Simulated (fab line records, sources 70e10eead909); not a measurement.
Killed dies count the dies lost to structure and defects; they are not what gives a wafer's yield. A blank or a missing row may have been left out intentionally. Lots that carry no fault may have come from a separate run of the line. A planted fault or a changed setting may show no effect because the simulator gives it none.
Matching of chambers -- flow nand harc -- NHARC_A_M0_PRE_CLEAN_31 on pecvd-01: 3 sister chambers
The step time 12 s. 3 wafers are shown with their chamber, then 7 later ones without.

== EACH WAFER AND ITS CHAMBER ==
wafer,chamber,heater power w (W)
L089.6,1,660
L086.1,2,528
L086.3,0,744

== WAFERS WITHOUT THEIR CHAMBER ==
wafer,heater power w (W)
L086.6,737
L090.3,745
L090.5,748
L090.6,499
L095.1,468
L095.4,694
L095.6,639

== EACH ONE'S CHAMBER ==
wafer,from the rows above,in truth
L086.6,0,0
L090.3,0,0
L090.5,0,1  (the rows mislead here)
L090.6,2,2
L095.1,2,2
L095.4,can't be placed: 1 or 0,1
L095.6,1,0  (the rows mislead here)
Correct placement for 4 of the 7. Can't be placed from these rows: 1 (the true chamber is among the candidates in 1). Number placed wrongly: 2.
How it was worked out, from the rows above alone: a wafer's distance from a chamber is the root of the sum, over the readings, of the square of ((its reading less the chamber's mean) divided by the reading's scatter). If the next closest chamber is less than 2 further off than the closest, the wafer can't be placed; otherwise it belongs to the closest. The mean given for a chamber averages the wafers shown for that chamber. The scatter: root of mean squared gap, hidden wafer to nearest shown wafer, with one shown wafer a chamber.
